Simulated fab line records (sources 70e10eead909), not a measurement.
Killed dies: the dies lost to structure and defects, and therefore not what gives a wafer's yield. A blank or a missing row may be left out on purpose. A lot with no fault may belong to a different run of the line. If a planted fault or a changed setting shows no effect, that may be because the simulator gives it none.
The tool behind it: which one? -- flow nandHarc -- 23 lots with 69 wafers sampled at 6 steps, on a route of 1302 steps

WHAT EACH GAUGE READ, for each wafer
The record holds no reading of a measuring or inspecting step that can be judged against a usual standard deviation.

EACH LOT AND THE TOOL THAT RAN IT (in order: tool; ch and the chambers of the sampled wafers; start)
lot,NHARC_A_STAIRCASE_ETCH_27,NHARC_A_STAIRCASE_ETCH_188,NHARC_A_STAIRCASE_TRIM_193,NHARC_A_STAIRCASE_ETCH_197,NHARC_A_STAIRCASE_TRIM_200,NHARC_A_STAIRCASE_TRIM_226
L075,"rieDiel-09 ch 0,2,3, no start","rieDiel-02 ch 0,1, no start","rieDiel-02 ch 0,2,3, no start","rieDiel-09 ch 0,1,3, no start","rieDiel-09 ch 0,2,3, no start","rieDiel-09 ch 1, no start"
L074,"rieDiel-12 ch 0,1,2, no start","rieDiel-09 ch 0,1,2, no start","rieDiel-09 ch 0,2,3, no start","rieDiel-09 ch 0,1,3, no start","rieDiel-09 ch 0,1,3, no start","rieDiel-09 ch 0,1,2, no start"
L076,"rieDiel-02 ch 0,1,2, no start","rieDiel-12 ch 0,1,3, no start","rieDiel-12 ch 0,1, no start","rieDiel-12 ch 0,2,3, no start","rieDiel-12 ch 0,1,2, no start","rieDiel-02 ch 0,2,3, no start"
L078,"rieDiel-12 ch 0,2, no start","rieDiel-12 ch 0,1,2, no start","rieDiel-12 ch 0,2, no start","rieDiel-12 ch 0,1,2, no start","rieDiel-12 ch 0,1,2, no start","rieDiel-02 ch 0,1, no start"
L079,"rieDiel-12 ch 0,2,3, no start","rieDiel-12 ch 1,2,3, no start","rieDiel-12 ch 0,1,2, no start","rieDiel-02 ch 0,1, no start","rieDiel-02 ch 1,2,3, no start","rieDiel-02 ch 0,1,2, no start"
L080,"rieDiel-02 ch 0,1,2, no start","rieDiel-12 ch 0,2,3, no start","rieDiel-12 ch 0,2,3, no start","rieDiel-12 ch 0,2, no start","rieDiel-12 ch 2,3, no start","rieDiel-09 ch 0,2,3, no start"
L081,"rieDiel-02 ch 1,2,3, no start","rieDiel-12 ch 0,3, no start","rieDiel-12 ch 0,1, no start","rieDiel-12 ch 0,1, no start","rieDiel-12 ch 0,1, no start","rieDiel-12 ch 0,3, no start"
L082,"rieDiel-09 ch 0,2, no start","rieDiel-09 ch 0,1,2, no start","rieDiel-09 ch 0,1,3, no start","rieDiel-02 ch 0,1,3, no start","rieDiel-02 ch 2,3, no start","rieDiel-02 ch 0,1,2, no start"
L084,"rieDiel-09 ch 0,1,2, no start","rieDiel-02 ch 0,2,3, no start","rieDiel-02 ch 0,2,3, no start","rieDiel-02 ch 0,2,3, no start","rieDiel-02 ch 1,2,3, no start","rieDiel-12 ch 0,1,3, no start"
L083,"rieDiel-12 ch 0,2,3, no start","rieDiel-12 ch 0,1,2, no start","rieDiel-12 ch 0,2, no start","rieDiel-12 ch 0,2, no start","rieDiel-12 ch 1,2,3, no start","rieDiel-02 ch 1,3, no start"
L085,"rieDiel-02 ch 0,2,3, no start","rieDiel-12 ch 1,3, no start","rieDiel-12 ch 1,2, no start","rieDiel-12 ch 1,2, no start","rieDiel-12 ch 1,3, no start","rieDiel-12 ch 1,3, no start"
L086,"rieDiel-09 ch 0,1,3, no start","rieDiel-02 ch 0,1,2, no start","rieDiel-02 ch 1,2, no start","rieDiel-02 ch 0,2, no start","rieDiel-02 ch 1,2,3, no start","rieDiel-02 ch 0,1,3, no start"
L087,"rieDiel-12 ch 0,2,3, no start","rieDiel-09 ch 0,2,3, no start","rieDiel-09 ch 0,1,3, no start","rieDiel-02 ch 0,2,3, no start","rieDiel-02 ch 0,2,3, no start","rieDiel-12 ch 1,2,3, no start"
L088,"rieDiel-09 ch 0,1,3, no start","rieDiel-02 ch 0,2,3, no start","rieDiel-02 ch 1,2,3, no start","rieDiel-09 ch 1,2,3, no start","rieDiel-09 ch 0,2,3, no start","rieDiel-12 ch 0,1,2, no start"
L089,"rieDiel-09 ch 0,2,3, no start","rieDiel-12 ch 0,1,3, no start","rieDiel-12 ch 1,2,3, no start","rieDiel-02 ch 0,1,3, no start","rieDiel-02 ch 0,1,2, no start","rieDiel-12 ch 1,2,3, no start"
L090,"rieDiel-12 ch 0,1,2, no start","rieDiel-09 ch 0,2,3, no start","rieDiel-09 ch 0,2,3, no start","rieDiel-09 ch 0,2,3, no start","rieDiel-09 ch 0,1,3, no start","rieDiel-02 ch 0,1,2, no start"
L092,"rieDiel-12 ch 0,1,2, no start","rieDiel-09 ch 0,1,3, no start","rieDiel-09 ch 1,2,3, no start","rieDiel-09 ch 0,2,3, no start","rieDiel-09 ch 0,2,3, no start","rieDiel-09 ch 0,2,3, no start"
L091,"rieDiel-02 ch 2,3, no start","rieDiel-09 ch 1,2,3, no start","rieDiel-09 ch 1,2,3, no start","rieDiel-09 ch 1,3, no start","rieDiel-09 ch 0,1, no start","rieDiel-02 ch 0,2,3, no start"
L093,"rieDiel-12 ch 0,3, no start","rieDiel-12 ch 1,2,3, no start","rieDiel-12 ch 0,3, no start","rieDiel-09 ch 0,1,2, no start","rieDiel-09 ch 1,2,3, no start","rieDiel-02 ch 1,2, no start"
L095,"rieDiel-12 ch 0,2,3, no start","rieDiel-09 ch 0,1,2, no start","rieDiel-09 ch 1,2,3, no start","rieDiel-09 ch 0,1,3, no start","rieDiel-09 ch 0,1,3, no start","rieDiel-02 ch 0,1,3, no start"
L094,"rieDiel-09 ch 0,1,3, no start","rieDiel-02 ch 0,1,3, no start","rieDiel-02 ch 0,2, no start","rieDiel-02 ch 0,3, no start","rieDiel-02 ch 0,2,3, no start","rieDiel-02 ch 0,2, no start"
L096,"rieDiel-09 ch 0,2,3, no start","rieDiel-02 ch 1,2,3, no start","rieDiel-02 ch 0,1,2, no start","rieDiel-09 ch 0,2,3, no start","rieDiel-09 ch 1,2,3, no start","rieDiel-09 ch 1,2,3, no start"
L097,"rieDiel-12 ch 0,3, no start","rieDiel-09 ch 0,3, no start","rieDiel-09 ch 2,3, no start","rieDiel-12 ch 0,3, no start","rieDiel-12 ch 0,1,2, no start","rieDiel-09 ch 1,2, no start"
- NHARC_A_STAIRCASE_ETCH_27: etches the open film in C4F8/O2, target depth 100 nm, time 40.5 s.
- NHARC_A_STAIRCASE_ETCH_188: etches the open film in C4F8/O2, target depth 100 nm, time 40.5 s.
- NHARC_A_STAIRCASE_TRIM_193: chemistry O2, time 211.2 s.
- NHARC_A_STAIRCASE_ETCH_197: etches the open film in C4F8/O2, target depth 100 nm, time 40.5 s.
- NHARC_A_STAIRCASE_TRIM_200: chemistry O2, time 211.2 s.
- NHARC_A_STAIRCASE_TRIM_226: chemistry O2, time 211.2 s.

WHAT THE TOOLS THEMSELVES READ (means of the sampled wafers that have a number; where no wafer has one, the mark that the record gives instead)
NHARC_A_STAIRCASE_ETCH_27.
lot,tool,oesProductAu (a.u.),rfVppV (V)
L075,rieDiel-09,0.948,899
L074,rieDiel-12,0.964,891
L076,rieDiel-02,0.946,890
L078,rieDiel-12,0.950,890
L079,rieDiel-12,0.956,892
L080,rieDiel-02,0.946,889
L081,rieDiel-02,0.947,891
L082,rieDiel-09,0.940,897
L084,rieDiel-09,0.945,898
L083,rieDiel-12,0.942,891
L085,rieDiel-02,0.942,890
L086,rieDiel-09,0.937,899
L087,rieDiel-12,0.936,891
L088,rieDiel-09,0.951,898
L089,rieDiel-09,0.955,898
L090,rieDiel-12,0.948,891
L092,rieDiel-12,0.950,891
L091,rieDiel-02,0.937,892
L093,rieDiel-12,0.956,890
L095,rieDiel-12,0.947,891
L094,rieDiel-09,0.950,899
L096,rieDiel-09,0.942,897
L097,rieDiel-12,0.938,890

NHARC_A_STAIRCASE_ETCH_188.
lot,tool,oesProductAu (a.u.),rfVppV (V)
L075,rieDiel-02,0.932,889
L074,rieDiel-09,0.938,899
L076,rieDiel-12,0.942,892
L078,rieDiel-12,0.951,892
L079,rieDiel-12,0.952,893
L080,rieDiel-12,0.941,892
L081,rieDiel-12,0.933,890
L082,rieDiel-09,0.934,899
L084,rieDiel-02,0.948,891
L083,rieDiel-12,0.941,892
L085,rieDiel-12,0.956,894
L086,rieDiel-02,0.952,889
L087,rieDiel-09,0.950,898
L088,rieDiel-02,0.932,889
L089,rieDiel-12,0.947,891
L090,rieDiel-09,0.975,898
L092,rieDiel-09,0.928,898
L091,rieDiel-09,0.935,899
L093,rieDiel-12,0.926,893
L095,rieDiel-09,0.956,898
L094,rieDiel-02,0.952,888
L096,rieDiel-02,0.951,889
L097,rieDiel-09,0.933,897

NHARC_A_STAIRCASE_TRIM_193.
lot,tool,drypumpMotorCurrentA (A),o2FlowSccm (sccm),oesProductAu (a.u.),rfVppV (V),showerheadPlenumPTorr (Torr),throttleValvePct (%)
L075,rieDiel-02,5.4,499.5,0.997,58.0,3.38,17.034
L074,rieDiel-09,5.8,500.6,1.009,58.1,3.60,17.035
L076,rieDiel-12,6.5,499.1,1.012,57.5,3.37,17.037
L078,rieDiel-12,6.5,499.3,1.010,57.2,3.37,17.032
L079,rieDiel-12,6.3,499.1,1.013,57.8,3.41,17.030
L080,rieDiel-12,6.0,499.2,1.009,57.2,3.42,17.041
L081,rieDiel-12,6.6,500.2,1.001,56.9,3.36,17.039
L082,rieDiel-09,5.9,499.7,0.997,58.4,3.61,17.032
L084,rieDiel-02,5.5,499.8,1.012,56.8,3.36,17.035
L083,rieDiel-12,6.5,500.5,1.015,57.5,3.36,17.033
L085,rieDiel-12,6.0,499.3,1.021,58.0,3.45,17.033
L086,rieDiel-02,5.6,500.1,0.981,57.5,3.37,17.034
L087,rieDiel-09,5.9,499.2,0.999,58.2,3.60,17.030
L088,rieDiel-02,5.6,499.8,1.001,56.8,3.37,17.032
L089,rieDiel-12,5.8,499.9,1.005,57.1,3.44,17.041
L090,rieDiel-09,5.8,498.6,1.017,57.3,3.57,17.042
L092,rieDiel-09,5.9,499.6,1.010,57.3,3.62,17.036
L091,rieDiel-09,5.9,498.9,1.002,58.4,3.61,17.038
L093,rieDiel-12,5.8,501.2,1.006,58.2,3.40,17.034
L095,rieDiel-09,5.9,501.6,1.005,57.7,3.61,17.037
L094,rieDiel-02,5.3,499.4,1.001,57.4,3.32,17.033
L096,rieDiel-02,5.4,499.4,0.988,57.6,3.52,17.036
L097,rieDiel-09,5.9,499.4,1.009,57.5,3.57,17.037

NHARC_A_STAIRCASE_ETCH_197.
lot,tool,oesProductAu (a.u.),rfVppV (V)
L075,rieDiel-09,0.947,901
L074,rieDiel-09,0.947,899
L076,rieDiel-12,0.958,891
L078,rieDiel-12,0.951,892
L079,rieDiel-02,0.966,889
L080,rieDiel-12,0.950,890
L081,rieDiel-12,0.961,890
L082,rieDiel-02,0.968,889
L084,rieDiel-02,0.950,889
L083,rieDiel-12,0.961,893
L085,rieDiel-12,0.961,893
L086,rieDiel-02,0.936,891
L087,rieDiel-02,0.982,890
L088,rieDiel-09,0.977,899
L089,rieDiel-02,0.963,888
L090,rieDiel-09,0.954,897
L092,rieDiel-09,0.950,897
L091,rieDiel-09,0.950,900
L093,rieDiel-09,0.961,898
L095,rieDiel-09,0.946,898
L094,rieDiel-02,0.950,887
L096,rieDiel-09,0.980,897
L097,rieDiel-12,0.976,890

NHARC_A_STAIRCASE_TRIM_200.
lot,tool,drypumpMotorCurrentA (A),o2FlowSccm (sccm),oesProductAu (a.u.),rfVppV (V),showerheadPlenumPTorr (Torr),throttleValvePct (%)
L075,rieDiel-09,5.8,500.3,1.004,58.4,3.60,17.043
L074,rieDiel-09,5.9,500.2,0.997,58.7,3.62,17.032
L076,rieDiel-12,6.3,500.2,1.017,57.1,3.42,17.040
L078,rieDiel-12,6.3,499.2,1.017,56.7,3.41,17.036
L079,rieDiel-02,5.7,500.9,0.988,57.6,3.39,17.027
L080,rieDiel-12,5.6,499.3,1.007,58.4,3.47,17.039
L081,rieDiel-12,6.4,499.3,1.009,57.4,3.40,17.039
L082,rieDiel-02,5.6,499.6,1.011,57.6,3.39,17.045
L084,rieDiel-02,5.6,499.8,0.992,56.7,3.38,17.041
L083,rieDiel-12,5.8,501.2,1.005,57.8,3.45,17.039
L085,rieDiel-12,5.9,500.4,1.006,58.9,3.45,17.039
L086,rieDiel-02,5.6,499.7,0.989,57.5,3.38,17.043
L087,rieDiel-02,5.5,498.3,1.003,57.2,3.36,17.040
L088,rieDiel-09,5.8,501.7,1.015,58.3,3.57,17.041
L089,rieDiel-02,5.5,499.9,1.006,57.5,3.34,17.042
L090,rieDiel-09,5.8,499.7,1.004,57.8,3.60,17.043
L092,rieDiel-09,5.8,500.2,1.010,56.9,3.57,17.041
L091,rieDiel-09,5.4,500.1,0.994,58.5,3.56,17.034
L093,rieDiel-09,5.9,500.5,1.006,56.9,3.61,17.032
L095,rieDiel-09,5.8,500.3,0.993,57.7,3.59,17.040
L094,rieDiel-02,5.5,499.7,1.001,57.5,3.34,17.030
L096,rieDiel-09,5.9,501.1,1.007,58.0,3.60,17.040
L097,rieDiel-12,6.3,500.7,1.002,57.9,3.38,17.048

NHARC_A_STAIRCASE_TRIM_226.
lot,tool,drypumpMotorCurrentA (A),o2FlowSccm (sccm),oesProductAu (a.u.),rfVppV (V),showerheadPlenumPTorr (Torr),throttleValvePct (%)
L075,rieDiel-09,5.5,500.9,0.999,57.0,3.68,17.034
L074,rieDiel-09,5.5,501.2,1.000,58.8,3.60,17.030
L076,rieDiel-02,5.5,501.3,0.998,57.0,3.38,17.037
L078,rieDiel-02,5.9,499.7,0.987,57.3,3.32,17.041
L079,rieDiel-02,5.4,500.2,0.989,57.0,3.36,17.039
L080,rieDiel-09,5.8,500.2,1.004,58.4,3.59,17.041
L081,rieDiel-12,5.8,500.6,1.001,57.9,3.42,17.039
L082,rieDiel-02,5.5,498.8,0.995,57.7,3.35,17.031
L084,rieDiel-12,6.1,499.1,1.008,56.8,3.40,17.031
L083,rieDiel-02,6.0,501.7,0.978,57.7,3.34,17.035
L085,rieDiel-12,5.9,500.1,1.001,56.7,3.45,17.041
L086,rieDiel-02,5.9,500.1,0.997,57.3,3.32,17.027
L087,rieDiel-12,5.8,500.2,1.007,57.3,3.45,17.036
L088,rieDiel-12,6.2,498.9,1.001,57.2,3.39,17.035
L089,rieDiel-12,5.8,498.3,1.004,56.4,3.44,17.034
L090,rieDiel-02,5.5,499.3,0.998,57.2,3.34,17.036
L092,rieDiel-09,5.8,500.0,1.009,58.5,3.57,17.031
L091,rieDiel-02,5.5,500.0,0.996,56.8,3.35,17.035
L093,rieDiel-02,5.6,501.6,0.984,57.0,3.36,17.033
L095,rieDiel-02,5.9,500.9,0.993,57.2,3.30,17.025
L094,rieDiel-02,5.1,499.8,1.002,57.3,3.37,17.037
L096,rieDiel-09,5.9,500.2,1.009,58.6,3.60,17.034
L097,rieDiel-09,5.6,499.3,0.995,57.8,3.61,17.038

THE ANSWER, worked out from the rows above alone
Rule: the usual values come from the lots themselves. The widest of any qualifying gaps counts: lots, ordered by their means at a reading, are off when they make up no more than a third of the lots, leave a main group of 4 or more, and stand apart from it by 3 or more times the standard deviation of that group's means. A main group is skipped when, at the precision printed for the reading in the tables above, its means are all equal. Also off: a lot with no number at a reading for which 4 or more lots have one. The other lots that the step has rows for count as sound. First the gauges in route order, then the tools' own readings, where a lot's mean is used as printed above. At the first step where some lot is off, the reading lying furthest off is the one used; lots without a number count as furthest.
No lot is off at any reading shown: from this, nothing can be told.

WHAT WAS PUT IN BY THE SIMULATOR
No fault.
